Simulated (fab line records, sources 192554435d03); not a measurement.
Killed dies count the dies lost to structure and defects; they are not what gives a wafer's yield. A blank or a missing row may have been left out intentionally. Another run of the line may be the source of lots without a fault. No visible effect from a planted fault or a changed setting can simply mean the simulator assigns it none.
Lot-split experiment + flow n5 finfet + route with 1938 steps; 7 lots, 21 wafers read

THE SPLIT
At N5_MOL_CONTACT_COAG_COAT_77 (time 60 s, resist thk 10 nm), the setting spin rpm was moved away from the recipe's 1500 rpm on 6 of the 21 wafers read, by +6.1% to +9.0%. For the rest of the wafers, this setting stayed at what the recipe calls for.

FROM THE SPLIT TO THE READING: what the file shows between them, 4 steps
- N5_MOL_CONTACT_COAG_EXPOSE_81: exposes mask VG, defocus 0 nm (also split here: dose mj)
- N5_MOL_CONTACT_COAG_PEB_82: peb time 60 s
- N5_MOL_CONTACT_COAG_DEVELOP_83: develop time 30 s
- N5_MOL_CONTACT_COAG_DESCUM_88: chemistry O2, time 7 s

THE READING
etch.depth nm (the simulator's own value, which no gauge read), in nm, at N5_MOL_CONTACT_COAG_ETCH_89 (etches underlayer in N2/H2, target depth 13 nm, time 10.4 s). The file does not state a usual value for it. Average 10.009 nm, standard deviation 0.021 nm, over the 15 wafers here run with the recipe.

| wafer  | tool, chamber at the split | spin rpm as run, rpm | against the recipe | etch.depth nm, nm | against lot-mates on the recipe |
|--------|----------------------------|----------------------|--------------------|-------------------|---------------------------------|
| L074.2 | litho track-01, 0          | 1500                 | recipe             | 10.05             | -                               |
| L074.4 | litho track-01, 0          | 1500                 | recipe             | 10.01             | -                               |
| L074.6 | litho track-01, 0          | 1500                 | recipe             | 9.998             | -                               |
| L076.1 | litho track-04, 0          | 1500                 | recipe             | 10.02             | -                               |
| L076.4 | litho track-04, 0          | 1500                 | recipe             | 10.04             | -                               |
| L076.6 | litho track-04, 0          | 1500                 | recipe             | 10.04             | -                               |
| L080.1 | litho track-05, 0          | 1500                 | recipe             | 9.993             | -                               |
| L080.4 | litho track-05, 0          | 1500                 | recipe             | 9.991             | -                               |
| L080.5 | litho track-05, 0          | 1500                 | recipe             | 9.988             | -                               |
| L083.1 | litho track-04, 0          | 1500                 | recipe             | 10.03             | -                               |
| L083.3 | litho track-04, 0          | 1592                 | +6.1%              | 9.712             | -0.299                          |
| L083.5 | litho track-04, 0          | 1500                 | recipe             | 9.991             | -                               |
| L089.1 | litho track-01, 0          | 1602                 | +6.8%              | 9.653             | -0.341                          |
| L089.3 | litho track-01, 0          | 1500                 | recipe             | 9.994             | -                               |
| L089.5 | litho track-01, 0          | 1602                 | +6.8%              | 9.63              | -0.364                          |
| L096.3 | litho track-05, 0          | 1635                 | +9.0%              | 9.537             | no lot-mate on the recipe       |
| L096.5 | litho track-05, 0          | 1635                 | +9.0%              | 9.537             | no lot-mate on the recipe       |
| L096.6 | litho track-05, 0          | 1635                 | +9.0%              | 9.538             | no lot-mate on the recipe       |
| L097.1 | litho track-05, 0          | 1500                 | recipe             | 10.01             | -                               |
| L097.2 | litho track-05, 0          | 1500                 | recipe             | 9.985             | -                               |
| L097.5 | litho track-05, 0          | 1500                 | recipe             | 9.992             | -                               |

THE FIT
A straight line over all 21 wafers: etch.depth nm changes by -0.0524 nm for each +1% of spin rpm; r = -0.99; the points scatter about the line by 0.02 nm.
The same after taking each lot's own level away (the mean of its wafers on the recipe; 18 wafers): -0.0509 nm for each +1%; r = -0.99; scatter 0.015 nm.
According to that fit, moving spin rpm by its largest amount changes the reading by 0.46 nm.
The lots' own levels span 9.9907 to 10.0333 nm, that is 2.0 times the standard deviation above.
The two slopes are in agreement: the lot-to-lot level therefore moves the slope only a little.
Check: with one of the wafers moved furthest among these (+6.8%) left out of the fit, the line predicts -0.349 nm for it against its lot-mates. It came out at -0.341 nm against them.

OTHER SPLITS APPLIED TO THESE WAFERS
Other splits were also applied to these wafers ahead of the reading. Each is held against what the fit with the lots' levels taken away leaves over:
| other split on the same wafers        | wafers away from the commonest value | r with etch.depth nm (lot level and that fit taken away) |
|---------------------------------------|--------------------------------------|----------------------------------------------------------|
| N5_SDB_STRIP_22 power w               | 5                                    | -0.11                                                    |
| N5_HKMG_FIN_HK_ALD_01 ald cycles      | 7                                    | +0.04                                                    |
| N5_HKMG_FIN_EXPOSE_46 dose mj         | 3                                    | +0.16                                                    |
| N5_GATE_CUT_ETCH_58 source w          | 8                                    | +0.19                                                    |
| N5_GATE_CUT_COAT_35 spin rpm          | 8                                    | +0.08                                                    |
| N5_MOL_CONTACT_COAG_ETCH_110 source w | 8                                    | -0.21                                                    |
| N5_MOL_CONTACT_COAG_EXPOSE_81 dose mj | 3                                    | -0.17                                                    |

THE WHOLE CHAIN: every reading that the file lists as answering this split, in the file's order
| step                        | what it does                                                | reading                                                                                        | change (the file's fit)                | r (the file's) |
|-----------------------------|-------------------------------------------------------------|------------------------------------------------------------------------------------------------|----------------------------------------|----------------|
| N5_MOL_CONTACT_COAG_COAT_77 | time 60 s, resist thk 10 nm                                 | underlayer_of_MOL_CONTACT_COAG_COAT_77.thk nm (the simulator's own value, which no gauge read) | -0.0471 nm for each +1% of the setting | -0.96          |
| N5_MOL_CONTACT_COAG_ETCH_89 | etches underlayer in N2/H2, target depth 13 nm, time 10.4 s | etch.depth nm (the simulator's own value, which no gauge read)                                 | -0.0504 nm for each +1% of the setting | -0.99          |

FILE'S OWN FIT
etch.depth nm changes by -0.0504 nm for each +1% of spin rpm, r = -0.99.
